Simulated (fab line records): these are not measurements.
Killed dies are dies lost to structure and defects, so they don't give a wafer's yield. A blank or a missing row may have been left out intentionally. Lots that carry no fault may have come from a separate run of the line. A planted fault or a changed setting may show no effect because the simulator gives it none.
Chamber matching | flow nand-harc | pecvd-03 running NHARC_THIN_TSV_DEP_47: 3 sister chambers
The step deposits SiO2, target thk 200 nm. 6 wafers are shown with their chamber, then 8 later ones without.

## WAFERS, EACH WITH ITS CHAMBER
wafer  | chamber | throttle-valve-pct (%) | chamber-pressure-Torr (Torr)
L084.1 | 1       | 16.4                   | 6.509
L083.6 | 0       | 15.0                   | 6.491
L086.4 | 1       | 16.2                   | 6.506
L086.5 | 2       | 16.4                   | 6.489
L086.6 | 0       | 15.6                   | 6.514
L090.1 | 2       | 16.4                   | 6.535

## WAFERS WITHOUT THEIR CHAMBER
wafer  | throttle-valve-pct (%) | chamber-pressure-Torr (Torr)
L090.3 | 15.3                   | 6.527
L090.4 | 15.2                   | 6.515
L095.2 | 16.8                   | 6.501
L095.4 | 16.6                   | 6.488
L095.5 | 15.9                   | 6.492
L096.4 | 16.8                   | 6.501
L096.5 | 15.2                   | 6.502
L096.6 | 15.7                   | 6.476

## THE CHAMBER EACH PASSED THROUGH
wafer  | from the rows above          | in truth
L090.3 | 0                            | 0
L090.4 | 0                            | 0
L095.2 | can't be placed: 2 or 1      | 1
L095.4 | can't be placed: 2 or 1      | 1
L095.5 | can't be placed: 1 or 2 or 0 | 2
L096.4 | can't be placed: 2 or 1      | 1
L096.5 | 0                            | 0
L096.6 | can't be placed: 0 or 1 or 2 | 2
3 of 8 placed correctly. Not placeable from these rows: 5 (in 5, the candidates include the true chamber). 0 placed wrongly.
How it was worked out, from the rows above alone: a wafer's distance from a chamber is the root of the sum, over the readings, of the square of ((its reading less the chamber's mean) divided by the reading's scatter). If the next closest chamber is less than 2 further off than the closest, the wafer can't be placed; otherwise it belongs to the closest. Each chamber's mean is taken over the wafers shown for it. The scatter: the root of (the sum of the squares of (reading less its chamber's mean) over the shown wafers, divided by (wafers less chambers)).
